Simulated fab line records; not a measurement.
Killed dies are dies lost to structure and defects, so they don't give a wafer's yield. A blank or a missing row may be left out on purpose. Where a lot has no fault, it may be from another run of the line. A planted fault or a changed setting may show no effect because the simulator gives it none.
fab line records	flow nand-harc
record lots=5	wafers=15	last-day=33
route steps=1302 shown P_ZERO_WELL@68 P_STI@69 END@1302
lots that met no fault: from a run of the same line without faults
start-h: hours from the record's first day to the start of the lot's first wafer shown	wait-h: hours since the lot's step before	" identical to the entry in the row above	L1.1+2: a single row standing in for several wafers	- no value, or no start was given	* or withheld: withheld	< > ~ a bound
route shown NAME@n: NAME is a module with steps in the file, n the number in the route of the first one	usual: mean/standard deviation taken from wafers without a fault	same: alike in all rows	chamber/n: place in a boat	sites: readings site by site	_std_site: the standard deviation of these	_edge_site: the outer-site mean with the inner-site mean subtracted	radius-mm: for every site, how far away it sits from the centre of the wafer	mask NAME#n: copy n	behind: the most recent tool/chamber to have shaped the wafer	hold: what put the lot on hold/how long, in hours/how the hold closed	device: transistor that didn't switch, given as n, p or np	end of line: tests of these same wafers at the route's end	where a step has no rows: the recipe by itself	killed: not the wafer's yield, but the dies lost to structure and defects at the first sort	map: the dies of a wafer, with x for killed, . for not killed, _ for no die there
set.NAME: the setting as run; set.NAME@STEP: as run at that earlier step	model.NAME: the simulator's own value behind a step, which no gauge read
lots at some steps of the route; a table a step, a row a wafer
services: when a tool's chamber went out of use (start-h, in hours from the record's first day, below 0 if earlier), for how many hours, and the reason
## steps
# step NHARC_P_ZERO_WELL_INSPECT_43
# usual raw-defect-count=14/7.1
lot.wafer	tool	chamber	start-h	wait-h	raw-defect-count
L522.1	defect-inspect-02	-	57.57	0.6	5
L522.3	"	-	"	"	7
L522.5	"	-	"	"	4
L528.1	defect-inspect-01	-	117.79	0.6	6
L528.3	"	-	"	"	9
L528.6	"	-	"	"	12
L533.3	defect-inspect-01	-	167.64	0.4	9
L533.4	"	-	"	"	11
L533.6	"	-	"	"	16
L537.1	defect-inspect-02	-	207.34	0.6	22
L537.2	"	-	"	"	20
L537.3	"	-	"	"	9
L538.1	defect-inspect-02	-	217.78	0.6	23
L538.4	"	-	"	"	13
L538.5	"	-	"	"	12
# step NHARC_P_STI_ETCH_26
# recipe target-depth-a=110	chemistry=dHF	material=SiO2
# step NHARC_P_STI_PRECLEAN_27
# recipe time-s=*	temp-c=50	bath-age-min=0	chemistry=SC1
# step NHARC_P_STI_SRD_28
# step NHARC_P_STI_OXIDE_29
# recipe target-thk-a=100	temp-c=900	ox-time-s=1362	material=SiO2
# step NHARC_P_STI_HM_DEP_30
# recipe target-thk-a=800	temp-c=790	pressure-mtorr=300	time-s=873	material=Si3N4
# step NHARC_P_STI_DEHYDRATE_01
# recipe temp-c=150	time-s=120
# step NHARC_P_STI_HMDS_02
# recipe time-s=30
# step NHARC_P_STI_COAT_41
# recipe temp-c=200	time-s=65
# step NHARC_P_STI_COAT_03
# recipe spin-rpm=2000	resist-thk-nm=600
# step NHARC_P_STI_SOFTBAKE_04
# recipe temp-c=125	time-s=70
# step NHARC_P_STI_EBR_05
# step NHARC_P_STI_EXPOSE_06
# recipe na=0.55	target-cd-nm=200	dose-mj=37.69	mask-id=P_STI
lot.wafer	tool	chamber	start-h	wait-h	mask
L522.1+3+5	krf-scanner-01	0	74.78	-	P_STI_R1#0
L528.1+3+6	krf-scanner-01	0	133.09	-	P_STI#0
L533.3+4+6	krf-scanner-02	0	184.67	-	P_STI#0
L537.1+2+3	krf-scanner-01	0	222.07	-	P_STI#0
L538.1+4+5	krf-scanner-01	0	238.99	-	P_STI#0
# step NHARC_P_STI_PEB_07
# recipe peb-temp-c=128	peb-time-s=80
# step NHARC_P_STI_DEVELOP_08
# recipe time-s=50	dev-temp-c=22
# step NHARC_P_STI_CD_MEAS_09
# recipe target-cd-nm=200	landing-energy-ev=500
# usual cd-nm=199/3.3
lot.wafer	tool	chamber	start-h	wait-h	hold	cd-nm
L522.1	cd-sem-01	0	74.94	-	await-dispo/0.2h/release	192
L522.3	"	0	"	"	await-dispo/0.2h/release	186
L522.5	"	0	"	"	await-dispo/0.2h/release	189
L522.1	cd-sem-01	0	-	-	-	192
L522.3	"	0	"	"	-	186
L522.5	"	0	"	"	-	189
L528.1	cd-sem-02	0	133.25	-	-	198
L528.3	"	0	"	"	-	196
L528.6	"	0	"	"	-	194
L533.3	cd-sem-01	0	184.82	-	-	199
L533.4	"	0	"	"	-	205
L533.6	"	0	"	"	-	202
L537.1	cd-sem-01	0	222.23	-	-	198
L537.2	"	0	"	"	-	198
L537.3	"	0	"	"	-	199
L538.1	cd-sem-01	0	239.14	-	-	200
L538.4	"	0	"	"	-	203
L538.5	"	0	"	"	-	198
# step NHARC_P_STI_OVL_MEAS_10
# usual overlay-x-nm=2/6.9	overlay-y-nm=-1/6.7
lot.wafer	tool	chamber	start-h	wait-h	hold	overlay-x-nm	overlay-y-nm
L522.1	overlay-01	-	77.63	-	await-dispo/2.4h/release	0	-12
L522.3	"	-	"	"	await-dispo/2.4h/release	0	-12
L522.5	"	-	"	"	await-dispo/2.4h/release	-1	-12
L528.1	overlay-02	-	133.34	-	-	4	7
L528.3	"	-	"	"	-	3	8
L528.6	"	-	"	"	-	3	7
L533.3	overlay-02	-	184.90	-	-	12	-6
L533.4	"	-	"	"	-	11	-6
L533.6	"	-	"	"	-	11	-6
L537.1	overlay-01	-	222.33	-	-	7	-4
L537.2	"	-	"	"	-	7	-5
L537.3	"	-	"	"	-	6	-5
L538.1	overlay-02	-	239.23	-	-	12	-3
L538.4	"	-	"	"	-	13	-3
L538.5	"	-	"	"	-	12	-2
# step NHARC_P_STI_INSPECT_11
# usual raw-defect-count=4.9/2.5
lot.wafer	tool	chamber	start-h	wait-h	raw-defect-count
L522.1	defect-inspect-02	-	77.67	0.0	5
L522.3	"	-	"	"	7
L522.5	"	-	"	"	4
L528.1	defect-inspect-01	-	133.37	0.0	2
L528.3	"	-	"	"	5
L528.6	"	-	"	"	4
L533.3	defect-inspect-02	-	184.94	0.0	4
L533.4	"	-	"	"	8
L533.6	"	-	"	"	2
L537.1	defect-inspect-01	-	222.37	0.0	6
L537.2	"	-	"	"	7
L537.3	"	-	"	"	6
L538.1	defect-inspect-01	-	239.27	0.0	3
L538.4	"	-	"	"	5
L538.5	"	-	"	"	4
# step NHARC_P_STI_HARDBAKE_13
# recipe temp-c=118	time-s=65
# step NHARC_P_STI_DESCUM_14
# recipe time-s=3	o2-flow-sccm=200	ar-flow-sccm=0	bias-power-w=0	chemistry=O2
# usual drypump-motor-current-A=5.8/0.42	oes-product-au=0.989/0.012	rf-vpp-V=57.8/0.83	showerhead-plenum-p-Torr=1.91/0.083	throttle-valve-pct=11.311/0.0085
lot.wafer	tool	chamber	start-h	wait-h	drypump-motor-current-A	oes-product-au	rf-hours-counter-h	rf-vpp-V	showerhead-plenum-p-Torr	throttle-valve-pct	model.P_STI.cd-nm
L522.1	rie-diel-09	2	77.80	-	5.7	0.993	5.5	57.8	1.87	11.315	192.4
L522.3	"	3	"	"	6.0	0.995	6.2	57.9	2.03	11.312	186.7
L522.5	"	2	"	"	5.8	0.987	-	57.6	1.87	11.323	188.9
L528.1	rie-diel-08	3	133.51	-	5.6	0.983	11.1	57.6	1.90	11.317	198.1
L528.3	"	1	"	"	5.3	0.997	10.7	57.0	1.84	11.306	195.3
L528.6	"	3	"	"	5.6	0.976	-	59.4	1.90	11.305	195
L533.4	rie-diel-05	3	185.07	-	6.0	0.987	5.3	57.5	1.96	11.311	204.9
L533.3	"	2	"	"	6.1	0.985	6.4	58.8	1.79	11.312	199.7
L533.6	"	0	"	"	5.4	0.982	-	57.5	1.96	11.307	203.4
L537.3	rie-diel-09	0	222.51	-	6.4	1.002	4.4	57.6	1.86	11.303	197.5
L537.2	"	1	"	"	5.1	1.014	4.4	57.1	1.78	11.317	197.6
L537.1	"	2	"	"	5.7	0.997	4.2	56.0	1.87	11.318	198.3
L538.1	rie-diel-05	2	239.40	-	6.2	1.004	0	57.8	1.79	11.293	201
L538.4	"	0	"	"	5.4	0.977	0	58.8	1.96	11.330	202.9
L538.5	"	3	"	"	6.0	0.997	-	59.8	1.96	11.297	197.4
# step NHARC_P_STI_ETCH_42
# recipe target-depth-a=800	overetch-a=240	time-s=61	ion-energy-ev=200	n2-flow-sccm=150	h2-flow-sccm=150	ar-flow-sccm=0	rf-w=400	bias-w=150	chemistry=N2/H2
# usual drypump-motor-current-A=5.8/0.42	n2-flow-sccm=150.0/0.47	oes-product-au=0.989/0.011	rf-vpp-V=430.3/2.5	showerhead-plenum-p-Torr=2.04/0.089	throttle-valve-pct=14.172/0.0092
lot.wafer	tool	chamber	start-h	wait-h	drypump-motor-current-A	n2-flow-sccm	oes-product-au	rf-hours-counter-h	rf-vpp-V	showerhead-plenum-p-Torr	throttle-valve-pct
L522.1	rie-diel-09	1	77.90	0.1	5.2	149.5	0.989	5.3	426.1	1.90	14.168
L522.3	"	2	"	"	5.7	150.3	0.983	5.5	428.9	1.99	14.174
L522.5	"	0	"	"	6.4	150.0	1.000	-	429.4	1.99	14.181
L528.1	rie-diel-08	1	133.61	0.1	5.3	149.8	0.994	10.7	428.3	1.96	14.187
L528.3	"	2	"	"	6.3	150.1	0.986	11.0	432.4	2.18	14.175
L528.6	"	1	"	"	5.3	148.9	0.992	-	428.6	1.96	14.167
L533.4	rie-diel-05	0	185.16	0.1	5.4	149.6	0.984	7.3	431.9	2.09	14.164
L533.3	"	2	"	"	6.2	150.0	0.992	6.4	427.2	1.91	14.173
L533.6	"	0	"	"	5.4	150.2	0.981	-	433.0	2.09	14.167
L537.3	rie-diel-09	0	222.59	0.1	6.4	150.5	0.999	4.4	427.9	1.99	14.171
L537.2	"	2	"	"	5.7	150.3	0.994	4.2	429.2	1.99	14.185
L537.1	"	3	"	"	6.0	150.8	0.986	4.2	433.6	2.16	14.173
L538.1	rie-diel-05	1	239.50	0.1	6.1	150.2	0.980	0.0	431.5	2.10	14.181
L538.4	"	2	"	"	6.2	149.7	1.017	0.0	426.1	1.91	14.169
L538.5	"	0	"	"	5.4	149.5	0.971	-	432.2	2.09	14.170
# step NHARC_P_STI_ETCH_31
# recipe target-depth-a=1089	time-s=54.5	cf4-flow-sccm=100	chf3-flow-sccm=30	ar-flow-sccm=0	rf-w=500	bias-w=200	chemistry=CF4/CHF3
# usual drypump-motor-current-A=5.8/0.42	oes-product-au=0.949/0.019	rf-vpp-V=370.4/2.3	showerhead-plenum-p-Torr=1.57/0.064	throttle-valve-pct=16.803/0.011
lot.wafer	tool	chamber	start-h	wait-h	drypump-motor-current-A	oes-product-au	rf-hours-counter-h	rf-vpp-V	showerhead-plenum-p-Torr	throttle-valve-pct
L522.3	rie-diel-09	2	-	-	5.7	0.918	5.5	369.0	1.54	16.808
L522.1	"	3	"	"	6.0	0.931	6.2	372.6	1.66	16.811
L522.5	"	0	"	"	6.4	0.941	-	368.9	1.54	16.802
L528.1	rie-diel-08	2	-	-	6.2	0.966	11.1	373.5	1.68	16.811
L528.3	"	1	"	"	5.3	0.944	10.7	368.2	1.52	16.802
L528.6	"	1	"	"	5.3	0.956	-	368.3	1.52	16.793
L533.4	rie-diel-05	3	-	-	6.0	0.913	5.4	371.8	1.61	16.807
L533.3	"	2	"	"	6.2	0.908	6.4	366.4	1.48	16.816
L533.6	"	3	"	"	6.0	0.915	-	371.1	1.61	16.796
L537.2	rie-diel-09	3	-	-	6.0	0.953	4.3	374.8	1.66	16.797
L537.1	"	0	"	"	6.4	0.966	4.5	369.8	1.53	16.789
L537.3	"	2	"	"	5.7	0.956	4.3	367.9	1.54	16.812
L538.1	rie-diel-05	2	-	-	6.2	0.966	0.0	367.0	1.48	16.782
L538.4	"	3	"	"	6.0	0.944	0.0	372.4	1.61	16.814
L538.5	"	2	"	"	6.2	0.974	-	365.8	1.48	16.792
# step NHARC_P_STI_ETCH_15
# recipe target-depth-a=3000	taper-deg=4	time-s=100.1	hbr-flow-sccm=150	cl2-flow-sccm=50	rf-w=400	icp-w=400	bias-w=100	chemistry=HBr/Cl2
# usual drypump-motor-current-A=5.6/0.34	oes-product-au=0.999/0.0094	throttle-valve-pct=26.407/0.0085
lot.wafer	tool	chamber	start-h	wait-h	drypump-motor-current-A	oes-product-au	rf-hours-counter-h	throttle-valve-pct	model.P_STI.cd-nm
L522.1	rie-si-04	3	78.08	-	5.8	0.996	0.47	26.413	191.7
L522.3	"	1	"	"	5.8	1.010	0.50	26.413	186
L522.5	"	3	"	"	5.8	0.983	-	26.405	188.3
L528.3	rie-si-06	2	133.82	-	5.6	1.001	0.40	26.383	192.2
L528.1	"	0	"	"	5.9	1.009	0.33	26.408	197.9
L528.6	"	3	"	"	5.7	1.003	-	26.415	194.4
L533.3	rie-si-01	1	185.36	-	6.0	1.002	0.96	26.407	199.1
L533.4	"	3	"	"	5.8	0.986	0.95	26.396	203.5
L533.6	"	1	"	"	6.0	1.003	-	26.403	201.8
L537.2	rie-si-04	0	222.78	-	5.8	0.991	0.32	26.410	199.2
L537.1	"	1	"	"	5.8	0.994	0.31	26.416	198.4
L537.3	"	3	"	"	5.8	0.992	0.24	26.418	195.6
L538.4	rie-si-01	2	239.71	-	4.7	1.003	0.28	26.411	202
L538.1	"	3	"	"	5.8	1.008	0.26	26.411	199.2
L538.5	"	1	"	"	6.0	0.991	-	26.404	196.8
# step NHARC_P_STI_CD_MEAS_16
# usual cd-nm=198/3.5
lot.wafer	tool	chamber	start-h	wait-h	hold	cd-nm
L522.1	cd-sem-01	-	78.24	-	await-dispo/0.2h/release	192
L522.3	"	-	"	"	await-dispo/0.2h/release	186
L522.5	"	-	"	"	await-dispo/0.2h/release	188
L522.1	cd-sem-01	-	78.43	0.2	-	192
L522.3	"	-	"	"	-	186
L522.5	"	-	"	"	-	188
L528.1	cd-sem-03	-	133.98	-	-	198
L528.3	"	-	"	"	-	192
L528.6	"	-	"	"	-	194
L533.3	cd-sem-03	-	185.53	-	-	199
L533.4	"	-	"	"	-	203
L533.6	"	-	"	"	-	202
L537.1	cd-sem-03	-	222.94	-	-	199
L537.2	"	-	"	"	-	199
L537.3	"	-	"	"	-	196
L538.1	cd-sem-01	-	239.84	-	-	199
L538.4	"	-	"	"	-	202
L538.5	"	-	"	"	-	197
# step NHARC_P_STI_OCD_MEAS_17
# usual trench-depth-nm=300/4.4	trench-foot-cd-nm=157/3.4
lot.wafer	tool	chamber	start-h	wait-h	hold	trench-depth-nm	trench-foot-cd-nm
L522.1	ocd-01	-	84.51	6.1	await-dispo/0.2h/release	297	150
L522.3	"	-	"	"	await-dispo/0.2h/release	306	142
L522.5	"	-	"	"	await-dispo/0.2h/release	296	147
L522.1	ocd-01	-	84.68	0.2	-	296	151
L522.3	"	-	"	"	-	306	143
L522.5	"	-	"	"	-	296	147
L528.1	ocd-01	-	134.07	0.1	-	302	156
L528.3	"	-	"	"	-	301	154
L528.6	"	-	"	"	-	300	153
L533.3	ocd-02	-	185.63	0.1	-	299	157
L533.4	"	-	"	"	-	296	164
L533.6	"	-	"	"	-	299	161
L537.1	ocd-01	-	223.03	0.1	-	299	156
L537.2	"	-	"	"	-	298	156
L537.3	"	-	"	"	-	295	157
L538.1	ocd-02	-	239.93	0.1	-	306	158
L538.4	"	-	"	"	-	301	161
L538.5	"	-	"	"	-	298	156
# step NHARC_END_SORT_01
# recipe temp-c=25
# usual killed-at-array=61/24	killed-at-other=1.2/1.3	killed-at-periphery=3.7/2.6	killed-dies=66/23	killed-open=3.3/1.8	killed-short=2.4/1.6
# same gross-dies=677
lot.wafer	tool	chamber	start-h	wait-h	killed-at-array	killed-at-other	killed-at-periphery	killed-dies	killed-open	killed-short
L522.5	prober-02	0	604.33	3.7	92	4	11	107	5	1
L528.1	prober-01	0	656.48	2.5	54	3	0	57	4	2
L528.3	prober-01	0	658.08	3.1	67	0	0	67	5	1
L528.6	prober-01	0	660.47	4.0	50	3	0	53	2	3
L533.3	prober-01	0	718.16	3.1	55	5	0	60	3	0
L533.4	prober-01	0	718.96	3.4	44	4	1	49	2	3
L533.6	prober-01	0	720.56	4.0	45	1	2	48	4	3
L538.1	prober-01	0	777.14	2.5	21	3	4	28	0	1
L538.4	prober-01	0	779.53	3.4	34	0	11	45	4	6
# killed by level:class
L522.5 A_CHANNEL_HOLE_D1:chamber-film-flake=29 A_SLIT:chamber-film-flake=29 A_CONTACT:chamber-film-flake=13 A_CHANNEL_HOLE_D2:chamber-film-flake=8 P_GATE:chamber-film-flake=7 A_CHANNEL_FILL_D1:chamber-film-flake=3 THIN_TSV:chamber-film-flake=3 A_ZERO_WELL:chamber-film-flake=2
L528.1 A_SLIT:chamber-film-flake=25 A_CHANNEL_HOLE_D2:chamber-film-flake=16 THIN_TSV:chamber-film-flake=3 A_CHANNEL_HOLE_D1:chamber-film-flake=2 A_STAIRCASE:chamber-film-flake=2 A_SOURCE_PLATE:geometric-particle:open=1 A_SOURCE_PLATE:geometric-particle:short=1 A_CHANNEL_FILL_D1:geometric-particle:open=1
L528.3 A_SLIT:chamber-film-flake=32 A_CHANNEL_HOLE_D2:chamber-film-flake=18 A_CHANNEL_HOLE_D1:chamber-film-flake=7 A_CONTACT:chamber-film-flake=3 A_ONON_D2:geometric-particle:open=2 A_SOURCE_PLATE:geometric-particle:open=1 A_ONON_D2:geometric-particle:short=1 A_BLC:geometric-particle:open=1
L528.6 A_SLIT:chamber-film-flake=25 A_CHANNEL_HOLE_D2:chamber-film-flake=14 THIN_TSV:chamber-film-flake=3 A_CHANNEL_FILL_D2:geometric-particle:short=2 A_STAIRCASE:chamber-film-flake=2 A_ONON_D2:geometric-particle:short=1 A_CHANNEL_FILL_D2:geometric-particle:open=1 A_WL_FILL:geometric-particle:open=1
L533.3 A_CHANNEL_HOLE_D1:chamber-film-flake=35 A_SLIT:chamber-film-flake=6 THIN_TSV:chamber-film-flake=5 A_STAIRCASE:chamber-film-flake=4 A_CONTACT:chamber-film-flake=4 A_WL_FILL:geometric-particle:open=2 A_CHANNEL_HOLE_D2:chamber-film-flake=2 A_CHANNEL_HOLE_D2:geometric-particle:open=1
L533.4 A_CHANNEL_HOLE_D1:chamber-film-flake=28 A_STAIRCASE:chamber-film-flake=4 A_SLIT:chamber-film-flake=3 A_CONTACT:chamber-film-flake=3 THIN_TSV:chamber-film-flake=3 A_SGD_CUT:chamber-film-flake=2 P_CONTACT:geometric-particle:open=1 A_ONON_D1:geometric-particle:open=1
L533.6 A_CHANNEL_HOLE_D1:chamber-film-flake=26 A_CONTACT:chamber-film-flake=5 A_SLIT:chamber-film-flake=4 A_CHANNEL_FILL_D1:geometric-particle:open=2 A_STAIRCASE:chamber-film-flake=2 P_GATE:geometric-particle:open=1 P_GATE:geometric-particle:short=1 A_CHANNEL_FILL_D1:geometric-particle:short=1
L538.1 A_CHANNEL_HOLE_D1:chamber-film-flake=10 A_SLIT:chamber-film-flake=4 A_CHANNEL_FILL_D2:chamber-film-flake=3 THIN_TSV:chamber-film-flake=3 P_STI:chamber-film-flake=2 A_STAIRCASE:chamber-film-flake=2 A_ONON_D2:geometric-particle:short=1 P_ZERO_WELL:chamber-film-flake=1
L538.4 A_CHANNEL_HOLE_D1:chamber-film-flake=12 P_STI:chamber-film-flake=6 A_SLIT:chamber-film-flake=6 P_GATE:chamber-film-flake=3 A_STAIRCASE:chamber-film-flake=3 A_ONON_D1:geometric-particle:short=2 A_DECK1_JOINT:geometric-particle:open=2 A_CHANNEL_FILL_D2:geometric-particle:short=2
## services
tool	chamber	start-h	hours	kind
rie-diel-05	-	52.65	9.0	pm
rie-diel-05	3	66.49	4.2	repair
rie-diel-05	-	66.62	2.5	repair
rie-diel-05	3	71.03	4.6	repair
rie-diel-05	-	75.74	11.0	repair
rie-si-01	3	89.07	6.2	repair
rie-si-04	2	94.71	4.6	repair
rie-si-04	2	102.97	15.8	repair
rie-diel-08	0	103.35	87.9	repair
rie-diel-05	1	115.30	2.9	repair
krf-scanner-01	-	140.00	4.0	pm
rie-diel-09	-	143.10	9.0	pm
rie-diel-05	-	149.66	0.5	repair
rie-diel-05	3	153.49	5.2	repair
rie-diel-08	2	157.24	47.7	repair
rie-diel-05	-	180.08	0.2	repair
rie-diel-08	-	190.80	9.0	pm
rie-diel-05	0	202.32	6.7	repair
rie-diel-05	1	206.12	5.5	repair
rie-diel-08	2	220.81	3.7	repair
rie-diel-05	-	229.92	9.0	pm
rie-diel-08	2	235.95	8.1	repair
rie-diel-09	3	236.07	9.1	repair
rie-diel-05	1	239.71	17.7	repair
## key
first-sign step=NHARC_P_STI_EXPOSE_06	reading=mask	direction=changed
effect step=NHARC_P_STI_CD_MEAS_09	reading=visit	direction=added
effect step=NHARC_P_STI_CD_MEAS_16	reading=visit	direction=added
effect step=NHARC_P_STI_OCD_MEAS_17	reading=visit	direction=added
model-effect step=NHARC_P_STI_DESCUM_14	value=P_STI.cd-nm	without=201.2	struck=189.3
model-effect step=NHARC_P_STI_ETCH_15	value=P_STI.cd-nm	without=200.6	struck=188.7
met-at NHARC_P_STI_EXPOSE_06
struck-wafers L522.1,L522.3,L522.5
tester-left-out L522
fault kind=wrong-mask	tool=any	chamber=-	onset-h=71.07	steps=NHARC_P_STI_EXPOSE_06	aux-copy=P_STI_R1#0	cd-offset-nm=-11.929	scope=struck-lots-only
# tester-left-out: of these lots the tester's yield and bins aren't shown, on N5 and GAA mostly nor the transistor test; their killed dies are dies lost to structure and defects alone, not to doping, threshold or leakage, so they don't give the yield
